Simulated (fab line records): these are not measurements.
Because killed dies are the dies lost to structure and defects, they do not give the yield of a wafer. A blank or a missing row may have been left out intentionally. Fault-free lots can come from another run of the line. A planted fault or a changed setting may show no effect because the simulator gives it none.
fab line records	flow n5Finfet
record lots=4	wafers=12	lastDay=16
route steps=1938 shown BEOL_M13@1684 BEOL_M14@1716 BEOL_M15@1830 PASSIVATION@1936
lots untouched by any fault: they come from a run of this same line in which no faults occurred
startH: start of the lot's first displayed wafer, in hours after the record's first day	waitH: hours from the lot's prior step to this one	" the same as in the row above	L1.1+2: a single row standing in for several wafers	- value missing, or start not given	* or withheld: withheld	< > ~ a bound
route shown NAME@n: a module of which the file shows steps, and the number in the route of the first	usual: mean/standard deviation of fault-free wafers	same: alike in all rows	chamber/n: place in a boat	sites: each site's reading	_std_site: the values' standard deviation	_edge_site: mean of outer sites minus mean of inner sites	radiusMm: how far each site lies from the wafer's centre	mask NAME#n: copy n	behind: the tool/chamber that last shaped the wafer	hold: reason for holding the lot/hours on hold/outcome of the hold	device: transistor that didn't switch, given as n, p or np	end of line: the same wafers' tests at the end of the route	a step without rows: its recipe alone	killed: the dies lost at the first sort to structure and to defects; this is not the yield of the wafer	map: dies across one wafer; x = killed, . = not, _ = none there
set.NAME: the setting the step ran with; set.NAME@STEP: the setting that earlier step ran with	model.NAME: the simulator's own value behind a step, which no gauge read
lots at some steps of the route; a table a step, a row a wafer
services: from which hour (startH, from the record's first day; less than 0 if before it) a tool's chamber was out of use, for how many hours, and why
## steps
# step N5_BEOL_M13_SOFTBAKE_23
# recipe tempC=130	timeS=60
# step N5_BEOL_M13_EXPOSE_25
# recipe maskId=M13	na=0.93	sourceShape=conventional	sigmaOuter=0.4	polarization=unpolarized	targetCdNm=210	doseMj=22
# step N5_BEOL_M13_PEB_26
# recipe pebTempC=130	pebTimeS=90
# step N5_BEOL_M13_DEVELOP_27
# recipe developTimeS=45	rinseLiquid=diw	dry=airSpin	devTempC=21
# step N5_BEOL_M13_HARDBAKE_32
# recipe tempC=130	timeS=120
# step N5_BEOL_M13_DESCUM_33
# recipe chemistry=O2	timeS=7.9	sourcePowerW=50	biasPowerW=20	pressureMtorr=20	rfFrequencyHz=2.712e+07	tempC=40	o2FlowSccm=225
# step N5_BEOL_M13_ETCH_67
# recipe chemistry=CF4	target=SiARC	targetDepthA=1430	timeS=238.3	ionEnergyEv=80	pressureMtorr=40	sourceW=545	biasW=36	Ar_flow_sccm=100	cf4FlowSccm=100	ends=cleared
# step N5_BEOL_M13_ETCH_68
# recipe chemistry=N2/H2	target=SOC	maskMaterial=SiARC	sourceW=3000	biasW=350	tempC=40	timeS=355	ionEnergyEv=200	pressureMtorr=30	n2FlowSccm=200	h2FlowSccm=200
# step N5_BEOL_M13_STRIP_69
# recipe chemistry=N2/H2	tempC=40	n2FlowSccm=200	h2FlowSccm=200	rfFrequencyHz=6e+07
# step N5_BEOL_M13_TRENCH_ETCH_34
# recipe chemistry=C4F8/O2/Ar	target=SiOC	targetDepthA=4134.7	maskMaterial=SOC	pressureMtorr=30	sourceW=3000	biasW=700	Ar_flow_sccm=400	C4F8_flow_sccm=15	O2_flow_sccm=8	heInnerTorr=15	heOuterTorr=30	timeS=162.6	ionEnergyEv=250
# usual drypumpMotorCurrentA=5.75/0.26	heInnerTorr=15.00/0.032	oesProductAu=0.76/0.077	rfVppV=665/3.3	showerheadPlenumPTorr=3.41/0.11	throttleValvePct=24.25/0.25
lot.wafer	tool	chamber	startH	waitH	drypumpMotorCurrentA	heInnerTorr	oesProductAu	rfHoursCounterH	rfVppV	showerheadPlenumPTorr	throttleValvePct	model.etch.depthNm
L573.1	rieDiel-05	3	250.64	0.0	6.12	14.96	0.86	37	670	3.61	24.36	416.3
L573.3	"	1	"	"	5.74	15.01	0.73	186	665	3.37	23.76	422.8
L573.4	"	0	"	"	5.86	15.03	0.75	170	662	3.27	24.43	422.1
L576.3	rieDiel-05	0	266.28	0.0	5.84	15.07	0.74	174	663	3.27	24.46	459.6
L576.5	"	2	"	"	5.59	15.00	0.84	-	667	3.45	24.08	474
L576.6	"	3	"	"	6.15	14.98	0.87	-	671	3.61	24.39	468.4
L579.1	rieDiel-05	1	280.25	0.0	5.76	14.98	0.72	194	664	3.37	23.78	466.2
L579.4	"	1	"	"	5.75	15.04	0.72	-	665	3.37	23.76	464.5
L579.5	"	3	"	"	6.13	15.01	0.85	-	671	3.60	24.37	460.7
L592.1	rieDiel-06	3	357.68	0.0	5.81	15.01	0.83	92	666	3.45	24.50	418.8
L592.4	"	0	"	"	5.83	14.99	0.70	204	665	3.38	24.51	410.8
L592.6	"	2	"	"	5.51	14.96	0.97	-	662	3.34	23.67	405.9
# step N5_BEOL_M13_STRIP_70
# recipe chemistry=C4F8/O2/Ar	resist=SiARC	rfFrequencyHz=6e+07
# step N5_BEOL_M13_OCD_MEAS_35
# usual trenchDepthNm=415/6.3
lot.wafer	tool	chamber	startH	waitH	trenchDepthNm
L573.1	ocd-01	-	250.82	0.0	416
L573.3	"	-	"	"	423
L573.4	"	-	"	"	422
L576.3	ocd-01	-	266.46	0.0	460
L576.5	"	-	"	"	475
L576.6	"	-	"	"	468
L579.1	ocd-02	-	280.42	0.0	466
L579.4	"	-	"	"	464
L579.5	"	-	"	"	461
L592.1	ocd-01	-	357.85	0.0	418
L592.4	"	-	"	"	411
L592.6	"	-	"	"	406
# step N5_BEOL_M13_STRIP_37
# recipe chemistry=N2/H2	powerW=1000	tempC=250	h2Frac=0.65	overashFraction=0.3	pressureMtorr=withheld	n2FlowSccm=1750	h2FlowSccm=3250
# step N5_BEOL_M13_ETCH_38
# recipe chemistry=CF4/N2	target=SiCN	targetDepthA=675	taperDeg=2	timeS=71.9	ionEnergyEv=150	maskMaterial=SiO2	pressureMtorr=40	sourceW=430	biasW=70	Ar_flow_sccm=100	cf4FlowSccm=60	n2FlowSccm=60
# step N5_BEOL_M13_PRECLEAN_39
# recipe chemistry=residueRemover	timeS=60	tempC=40
# step N5_BEOL_M13_SRD_40
# recipe timeS=30	tempC=23	rinseLiquid=diw	dry=n2Spin	spinRpm=1500	dryTimeS=30
# step N5_BEOL_M13_DEGAS_41
# recipe ambient=vacuum	tempC=250	timeS=60
# step N5_BEOL_M13_PRE_CLEAN_42
# recipe gas=H2/He	timeS=30	tempC=250
# step N5_BEOL_M13_SPUTTER_43
# recipe material=TaN	targetThkA=150	tempC=50	biasV=168.6	powerW=15000	chamberPressurePa=0.12	timeS=24.19
# step N5_BEOL_M13_SPUTTER_44
# recipe material=Ta	targetThkA=100	tempC=50	biasV=80	powerW=15000	chamberPressurePa=0.07	timeS=16.13
# step N5_BEOL_M13_SPUTTER_45
# recipe material=Cu	targetThkA=800	tempC=-20	biasV=60	powerW=26000	chamberPressurePa=0.13	timeS=13.33
# step N5_BEOL_M13_ECD_47
# recipe material=Cu	targetThkA=9360
# step N5_BEOL_M13_ANNEAL_48
# recipe tempC=225	timeS=90	ambient=N2
# step N5_BEOL_M13_CMP_49
# recipe stopOn=SiOC	tOverpolishS=17.1	downForcePsi=1	platenRpm=50	clearingPlatenDownForcePsi=1.5	clearingPlatenRpm=50	postCmpClean=cuAlkaline	targetThkNm=420	clearingPlatenPadVelocityMS=0.99484	padVelocityMS=0.99484
# usual barrierFieldEndpointS=30.2/0.85	headPressurePsi=0.9999/0.0022	motorCurrentA=6.0/0.39	overpolishRunS=17.101/0.0091
lot.wafer	tool	chamber	startH	waitH	barrierFieldEndpointS	headPressurePsi	motorCurrentA	overpolishRunS	model.Cu_of_BEOL_M13_ECD_47.thkNm
L573.3	cmp-04	2	252.56	0.2	29.3	0.9987	5.9	17.095	428.8
L573.4	"	3	"	"	29.1	0.9972	5.6	17.099	428
L573.1	"	1	"	"	29.9	1.0011	5.5	17.101	420.8
L576.3	cmp-03	0	269.07	0.2	29.4	0.9989	6.1	17.099	465.8
L576.6	"	2	"	"	29.3	0.9977	6.4	17.104	474.6
L576.5	"	3	"	"	29.9	1.0023	5.6	17.099	482
L579.1	cmp-04	0	283.82	0.3	31.7	0.9954	6.4	17.112	472.8
L579.4	"	3	"	"	30.5	1.0027	5.6	17.092	470.8
L579.5	"	1	"	"	30.0	1.0002	5.7	17.117	467.2
L592.1	cmp-03	2	361.08	0.5	29.2	0.9975	6.1	17.091	423.4
L592.4	"	3	"	"	30.2	0.9995	5.6	17.098	417.4
L592.6	"	2	"	"	29.5	1.0000	6.1	17.106	410
# step N5_BEOL_M13_THK_MEAS_50
# recipe thkMeasGauge=xrf	reads=Cu_of_BEOL_M13_ECD_47
# usual M13_THK=426/7.6
lot.wafer	tool	chamber	startH	waitH	M13_THK[nm]
L573.1	filmMetro-02	-	252.86	-	422
L573.3	"	-	"	"	430
L573.4	"	-	"	"	430
L576.3	filmMetro-02	-	269.29	-	471
L576.5	"	-	"	"	488
L576.6	"	-	"	"	480
L579.1	filmMetro-02	-	284.11	-	482
L579.4	"	-	"	"	482
L579.5	"	-	"	"	476
L592.1	filmMetro-01	-	361.34	-	427
L592.4	"	-	"	"	420
L592.6	"	-	"	"	413
# step N5_BEOL_M13_PRE_CLEAN_52
# recipe gas=NH3	timeS=15	tempC=withheld	rfPowerW=300
# step N5_BEOL_M13_DEP_53
# recipe material=SiCN	targetThkA=500	tempC=withheld	precursor=3MS/NH3	pressureTorr=3	rfW=675	timeS=17.8
# step N5_BEOL_M13_RS_MEAS_54
# recipe thkMeasGauge=four-point-probe	reads=Cu_of_BEOL_M13_ECD_47+Ta_of_BEOL_M13_SPUTTER_44+TaN_of_BEOL_M13_SPUTTER_43
# usual M13_RS=0.0448/0.00072
lot.wafer	tool	chamber	startH	waitH	M13_RS[ohm/sq]
L573.1	filmMetro-02	-	252.99	0.0	0.0449
L573.3	"	-	"	"	0.0441
L573.4	"	-	"	"	0.0442
L576.3	filmMetro-02	-	269.42	0.1	0.0404
L576.5	"	-	"	"	0.0390
L576.6	"	-	"	"	0.0396
L579.1	filmMetro-02	-	284.24	0.0	0.0398
L579.4	"	-	"	"	0.0399
L579.5	"	-	"	"	0.0403
L592.1	filmMetro-02	-	361.47	0.0	0.0446
L592.4	"	-	"	"	0.0453
L592.6	"	-	"	"	0.0461
# step N5_BEOL_M14_ILD_DEP_00
# recipe material=SiO2	targetThkA=11193	tempC=400	precursor=TEOS/O2	pressureTorr=6.5	rfW=900	teosFlowSccm=161.4	gas=O2	flowSccm=2650	timeS=237.4
# step N5_BEOL_M14_COAT_58
# recipe resist=BARC	tempC=205	timeS=60	spinRpm=1500	resistThkNm=89
# step N5_BEOL_M14_COAT_04
# recipe spinRpm=1704	resistThkNm=800
# step N5_BEOL_M14_EBR_06
# recipe solvent=PGMEA	ebrWidthMm=1.5
# step N5_BEOL_M14_SOFTBAKE_05
# recipe tempC=130	timeS=60
# step N5_BEOL_M14_EXPOSE_07
# recipe maskId=V13	na=0.8	sourceShape=annular	sigmaInner=0.5	sigmaOuter=0.8	polarization=unpolarized	attpsmPhaseDeg=180	doseMj=57
# step N5_BEOL_M14_PEB_08
# recipe pebTempC=130	pebTimeS=90
# step N5_BEOL_M14_DEVELOP_09
# recipe developTimeS=45	rinseLiquid=diw	dry=airSpin	devTempC=21
# step N5_BEOL_M14_HARDBAKE_14
# recipe tempC=130	timeS=120
# step N5_BEOL_M15_RC_MEAS_101
# usual etestTempC=25.00/0.12	COMB_M10=1.4e-11/3.3e-12	COMB_M11=1.35e-11/2.6e-12	COMB_M12=5.9e-12/1.3e-12	COMB_M13=4.5e-12/1.2e-12	COMB_M13_max_site=6.4e-12/1.8e-12	COMB_M14=3.2e-12/7.5e-13	COMB_M15=2.2e-12/6e-13	COMB_M15_max_site=3.4e-12/9.2e-13	COMB_M5=3.6e-11/7.7e-12	COMB_M6=2.6e-11/4.5e-12	COMB_M7=2.5e-11/5.2e-12	COMB_M8=2.5e-11/4.9e-12	COMB_M9=1.4e-11/3.2e-12	SERP_M10=3.05/0.071	SERP_M11=3.06/0.095	SERP_M11_max_site=3.15/0.11	SERP_M12=0.634/0.015	SERP_M13=0.307/0.0057	SERP_M13_max_site=0.311/0.0057	SERP_M14=0.160/0.0034	SERP_M5=38.7/1.9	SERP_M6=13.5/0.55	SERP_M7=13.8/0.6	SERP_M7_max_site=14.4/0.68	SERP_M8=13.8/0.6	SERP_M9=3.06/0.086
lot.wafer	tool	chamber	startH	waitH	etestTempC	COMB_M10[S/m]	COMB_M11[S/m]	COMB_M12[S/m]	COMB_M13[S/m]	COMB_M13_max_site[S/m]	COMB_M14[S/m]	COMB_M15[S/m]	COMB_M15_max_site[S/m]	COMB_M5[S/m]	COMB_M6[S/m]	COMB_M7[S/m]	COMB_M8[S/m]	COMB_M9[S/m]	SERP_M10[ohm/um]	SERP_M11[ohm/um]	SERP_M11_max_site[ohm/um]	SERP_M12[ohm/um]	SERP_M13[ohm/um]	SERP_M13_max_site[ohm/um]	SERP_M14[ohm/um]	SERP_M5[ohm/um]	SERP_M6[ohm/um]	SERP_M7[ohm/um]	SERP_M7_max_site[ohm/um]	SERP_M8[ohm/um]	SERP_M9[ohm/um]
L573.1	prober-02	0	268.53	0.0	24.98	1.4e-11	9.6e-12	4.1e-12	4e-12	4.6e-12	2e-12	2.7e-12	3.8e-12	3.4e-11	2.8e-11	2.5e-11	2.5e-11	1.6e-11	3.08	3.07	3.11	0.624	0.314	0.317	0.163	40.5	13.5	14.4	15.0	14.5	3.19
L573.3	"	0	"	"	24.97	1.4e-11	1.03e-11	5.5e-12	2.9e-12	6.5e-12	2.3e-12	2.6e-12	3.9e-12	3.9e-11	1.7e-11	3e-11	3.5e-11	1.5e-11	2.97	2.97	3.04	0.653	0.301	0.301	0.156	42.9	13.3	14.0	15.0	13.3	2.96
L573.4	"	0	"	"	24.96	1.1e-11	1.64e-11	3.7e-12	4.5e-12	5.3e-12	1.7e-12	3.5e-12	4.2e-12	2.4e-11	2.4e-11	2.3e-11	2.5e-11	1.3e-11	3.12	3.02	3.04	0.623	0.302	0.304	0.159	34.9	12.8	14.1	14.7	13.2	3.28
L576.3	prober-01	0	283.14	0.3	25.15	1.4e-11	1.57e-11	7.4e-12	4.2e-12	5e-12	2.6e-12	2.2e-12	2.9e-12	3e-11	2.4e-11	2.7e-11	2.1e-11	1.8e-11	3.02	3.00	3.15	0.651	0.275	0.280	0.157	40.7	12.9	13.5	13.8	13.9	3.05
L576.5	"	0	"	"	25.05	1.6e-11	1.48e-11	6.5e-12	5.4e-12	8.7e-12	3.6e-12	2.2e-12	3.1e-12	2.3e-11	3e-11	2e-11	2.1e-11	1.4e-11	3.04	3.08	3.11	0.641	0.268	0.272	0.155	39.7	14.4	13.7	14.0	14.9	3.09
L576.6	"	0	"	"	25.11	8e-12	1.27e-11	4.4e-12	4.1e-12	5.4e-12	3e-12	3.1e-12	3.8e-12	2.8e-11	2.7e-11	2e-11	2.3e-11	1.2e-11	3.00	3.08	3.14	0.643	0.277	0.280	0.160	38.8	12.9	14.3	14.8	13.4	3.00
L579.1	prober-02	0	296.83	0.0	25.01	1.6e-11	1.73e-11	5.2e-12	4.9e-12	6.4e-12	3.2e-12	1.7e-12	2.9e-12	3.9e-11	2e-11	2e-11	2.1e-11	1.2e-11	2.98	3.05	3.10	0.637	0.275	0.278	0.153	40.0	12.9	14.1	14.7	15.1	3.03
L579.4	"	0	"	"	25.04	1.5e-11	1.19e-11	5.6e-12	3.7e-12	4.6e-12	3.7e-12	1.6e-12	2.2e-12	4.2e-11	2.2e-11	1.8e-11	2.4e-11	1.8e-11	3.07	2.92	3.09	0.644	0.272	0.274	0.158	38.9	14.3	14.1	14.8	13.3	3.02
L579.5	"	0	"	"	25.00	1.5e-11	1.11e-11	4.2e-12	5.3e-12	6.8e-12	4.2e-12	1.5e-12	3.8e-12	3.7e-11	2e-11	1.6e-11	2.5e-11	1.1e-11	3.08	2.98	3.04	0.669	0.278	0.282	0.161	41.4	14.0	14.3	14.9	14.0	2.99
L592.1	prober-02	0	374.07	0.0	24.96	1.8e-11	7e-12	4.6e-12	4e-12	6.3e-12	4.6e-12	2e-12	3e-12	4.6e-11	1.8e-11	2.1e-11	2.2e-11	1.4e-11	3.07	3.16	3.24	0.623	0.304	0.308	0.157	40.2	13.6	13.7	14.0	14.0	3.15
L592.4	"	0	"	"	25.07	1.4e-11	1.38e-11	7.1e-12	4.7e-12	7.7e-12	2.7e-12	1.7e-12	2.9e-12	4.7e-11	2.9e-11	2.2e-11	2.3e-11	1.5e-11	3.07	2.93	3.09	0.636	0.305	0.311	0.160	38.1	13.4	14.1	14.4	13.9	3.02
L592.6	"	0	"	"	25.16	1.4e-11	1e-11	6.1e-12	2.9e-12	5.7e-12	2.9e-12	2.4e-12	3.7e-12	4.5e-11	2.7e-11	2.5e-11	2.3e-11	1.2e-11	3.07	2.86	3.05	0.643	0.317	0.321	0.159	36.7	13.7	13.7	14.1	14.1	3.12
# sites SERP_M13 radiusMm=0,75,75,75,75,140,140,140,140
L573.1 0.312 0.316 0.315 0.314 0.317 0.313 0.317 0.313 0.314
L576.3 0.278 0.277 0.280 0.277 0.275 0.272 0.274 0.274 0.273
L579.1 0.278 0.276 0.278 0.276 0.274 0.269 0.274 0.273 0.275
L592.1 0.304 0.307 0.304 0.307 0.308 0.303 0.304 0.304 0.308
# step N5_PASSIVATION_PROBE_49
# usual defectLimitedYield=91.1/1.4	killed_at_M0_to_M3=33/9.1	killed_at_M4_up=14/5.6	killedAtContacts=13/5.7	killedAtFrontEnd=42/12	killedAtOther=4/3	killedDies=105/16	killedOpen=69/11	killedShort=34/7.5	sort_bin_5_function=5.2/0.91	sort_bin_6_memory=3.3/0.64	sort_bin_8_speed=0.0/0.37	sortNPass=1075/16	sortYieldPct=91.1/1.4
# same grossDies=1180	killedAtBackSide=0	sort_bin_4_leakage[%]=0
lot.wafer	tool	chamber	startH	waitH	defectLimitedYield[%]	killed_at_M0_to_M3	killed_at_M4_up	killedAtContacts	killedAtFrontEnd	killedAtOther	killedDies	killedOpen	killedShort	sort_bin_5_function[%]	sort_bin_6_memory[%]	sort_bin_8_speed[%]	sortNPass	sortYieldPct[%]
L576.3	prober-01	-	297.04	0.1	91.0	41	9	16	34	6	106	68	37	5.4	3.1	0	1074	91.0
L576.5	prober-01	-	297.14	0.2	92.7	37	13	7	23	6	86	55	28	4.2	2.8	0	1094	92.7
L576.6	prober-01	-	297.19	0.3	92.0	29	28	9	25	3	94	61	33	4.8	3.1	0	1086	92.0
# killed by level:class
L576.3 MOL_CONTACT_COAG:geometricParticle:open=15 BEOL_M2:geometricParticle:open=9 BEOL_M3:geometricParticle:open=8 FIN_SAQP:geometricParticle:short=5 BEOL_M1:geometricParticle:open=5 GATE_CUT:geometricParticle:short=4 BEOL_M0_SAQP:geometricParticle:open=4 BEOL_M3:geometricParticle:short=4
L576.5 BEOL_M3:geometricParticle:open=10 BEOL_M2:geometricParticle:open=9 BEOL_M0_SAQP:geometricParticle:short=7 BEOL_M4:geometricParticle:open=5 FIN_SAQP:geometricParticle:open=4 FIN_CUT:geometricParticle:open=3 MOL_CONTACT_COAG:geometricParticle:short=3 MOL_CONTACT_COAG:geometricParticle:open=3
L576.6 MOL_CONTACT_COAG:geometricParticle:open=7 BEOL_M0_SAQP:geometricParticle:short=7 BEOL_M0_SAQP:geometricParticle:open=7 BEOL_M7:geometricParticle:open=7 BEOL_M2:geometricParticle:open=5 FIN_SAQP:geometricParticle:open=4 BEOL_M4:geometricParticle:open=4 BEOL_M7:geometricParticle:short=4
## services
tool	chamber	startH	hours	kind
cmp-03	-	250.71	4.4	repair
rieDiel-06	0	270.40	9.1	repair
rieDiel-05	2	270.47	12.0	repair
cmp-04	-	275.28	4.1	repair
cmp-03	-	282.92	4.9	pm
cmp-04	-	304.80	4.0	pm
cmp-04	-	308.80	-	consumableReplace:conditioner
cmp-04	-	308.80	-	consumableReplace:pad
rieDiel-05	3	312.55	6.6	repair
rieDiel-06	2	316.25	-	clean
rieDiel-06	2	316.25	-	consumableReplace:focusRing
rieDiel-06	2	316.25	14.1	scheduledDown
rieDiel-06	2	316.25	14.1	ventCycle
rieDiel-05	2	317.23	1.2	repair
cmp-03	-	348.60	4.6	pm
## key
firstSign step=N5_BEOL_M13_OCD_MEAS_35	reading=trenchDepthNm	direction=up	sigmas=8	usual=415	struck=466
effect step=N5_BEOL_M13_THK_MEAS_50	reading=M13_THK	direction=up	sigmas=7.1	usual=426	struck=480
effect step=N5_BEOL_M13_RS_MEAS_54	reading=M13_RS	direction=down	sigmas=6.8	usual=0.0448	struck=0.0399
effect step=N5_BEOL_M15_RC_MEAS_101	reading=SERP_M13	direction=down	sigmas=5.8	usual=0.307	struck=0.274
modelEffect step=N5_BEOL_M13_TRENCH_ETCH_34	value=etch.depthNm	without=422.1	struck=465.6
modelEffect step=N5_BEOL_M13_CMP_49	value=Cu_of_BEOL_M13_ECD_47.thkNm	without=428.8	struck=472.2
metAt N5_BEOL_M13_TRENCH_ETCH_34
struckWafers L576.3,L576.5,L576.6,L579.1,L579.4,L579.5
onsetBetween 250.64 266.28
fault kind=processParameterDrift	tool=rieDiel-05	chamber=-	onsetH=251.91	steps=N5_BEOL_M13_TRENCH_ETCH_34	channel=timeS	offset=*	shape=step	actsIn=*	stated=*
